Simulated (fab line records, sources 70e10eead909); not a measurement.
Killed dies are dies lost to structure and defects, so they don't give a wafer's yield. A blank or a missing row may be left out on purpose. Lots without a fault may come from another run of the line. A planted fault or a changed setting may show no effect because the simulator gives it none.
Chamber matching | flow nand_harc | NHARC_HYBRID_BOND_ACTIVATE_00 on rie_diel-06: 4 sister chambers
The step chemistry N2, time 60 s. 20 wafers are shown with their chamber, then 10 later ones without.

WAFERS WITH THEIR CHAMBER
wafer  | chamber | showerhead_plenum_p_Torr (Torr) | drypump_motor_current_A (A) | rf_vpp_V (V)
L685.3 | 0       | 1.64                            | 6.3                         | 62.1
L685.4 | 1       | 1.63                            | 5.6                         | 62.9
L685.6 | 0       | 1.64                            | 6.4                         | 63.9
L687.1 | 1       | 1.63                            | 5.6                         | 63.2
L687.4 | 3       | 1.77                            | 5.3                         | 63.0
L687.5 | 0       | 1.63                            | 6.3                         | 63.1
L689.1 | 3       | 1.77                            | 5.3                         | 64.1
L689.3 | 2       | 1.87                            | 5.8                         | 66.0
L689.4 | 1       | 1.63                            | 5.6                         | 63.0
L690.1 | 3       | 1.77                            | 5.3                         | 65.0
L690.5 | 0       | 1.63                            | 6.4                         | 64.1
L690.6 | 3       | 1.77                            | 5.3                         | 64.9
L702.3 | 3       | 1.77                            | 5.2                         | 64.5
L702.4 | 2       | 1.87                            | 5.8                         | 65.1
L702.6 | 3       | 1.77                            | 5.3                         | 64.0
L703.1 | 2       | 1.87                            | 5.8                         | 64.3
L703.4 | 1       | 1.63                            | 5.6                         | 63.5
L703.5 | 0       | 1.63                            | 6.3                         | 64.7
L704.4 | 0       | 1.63                            | 6.3                         | 61.6
L704.5 | 0       | 1.63                            | 6.4                         | 63.6

SIGNATURES (means of the wafers above)
reading                  | chamber 0 | chamber 1 | chamber 2 | chamber 3 | scatter within a chamber
showerhead_plenum_p_Torr | 1.6329    | 1.6300    | 1.8700    | 1.7700    | 0.00299
drypump_motor_current_A  | 6.343     | 5.600     | 5.800     | 5.283     | 0.0399
rf_vpp_V                 | 63.300    | 63.150    | 65.133    | 64.250    | 0.858
Rule: a wafer's distance from a chamber is the root of the sum, over the readings, of the square of ((its reading less the chamber's mean) divided by the reading's scatter). The wafer belongs to the nearest chamber; if the next one is less than 2 further off, it can't be placed. The scatter: the root of (the sum of the squares of (reading less its chamber's mean) over the shown wafers, divided by (wafers less chambers)).

WAFERS WITHOUT THEIR CHAMBER
wafer  | showerhead_plenum_p_Torr (Torr) | drypump_motor_current_A (A) | rf_vpp_V (V)
L704.6 | 1.77                            | 5.3                         | 63.5
L705.2 | 1.77                            | 5.3                         | 64.5
L705.3 | 1.63                            | 6.3                         | 64.7
L705.4 | 1.87                            | 5.8                         | 64.0
L706.1 | 1.63                            | 5.5                         | 63.9
L706.4 | 1.87                            | 5.8                         | 63.8
L706.6 | 1.63                            | 6.4                         | 62.9
L708.2 | 1.63                            | 6.4                         | 63.7
L708.4 | 1.87                            | 5.8                         | 62.6
L708.6 | 1.77                            | 5.2                         | 65.3

WHICH CHAMBER EACH WENT THROUGH
wafer  | from the rows above | in truth
L704.6 | 3                   | 3
L705.2 | 3                   | 3
L705.3 | 0                   | 0
L705.4 | 2                   | 2
L706.1 | 1                   | 1
L706.4 | 2                   | 2
L706.6 | 0                   | 0
L708.2 | 0                   | 0
L708.4 | 2                   | 2
L708.6 | 3                   | 3
Placed correctly: 10 of 10. Can't be placed from these rows: 0. Placed wrongly: 0.
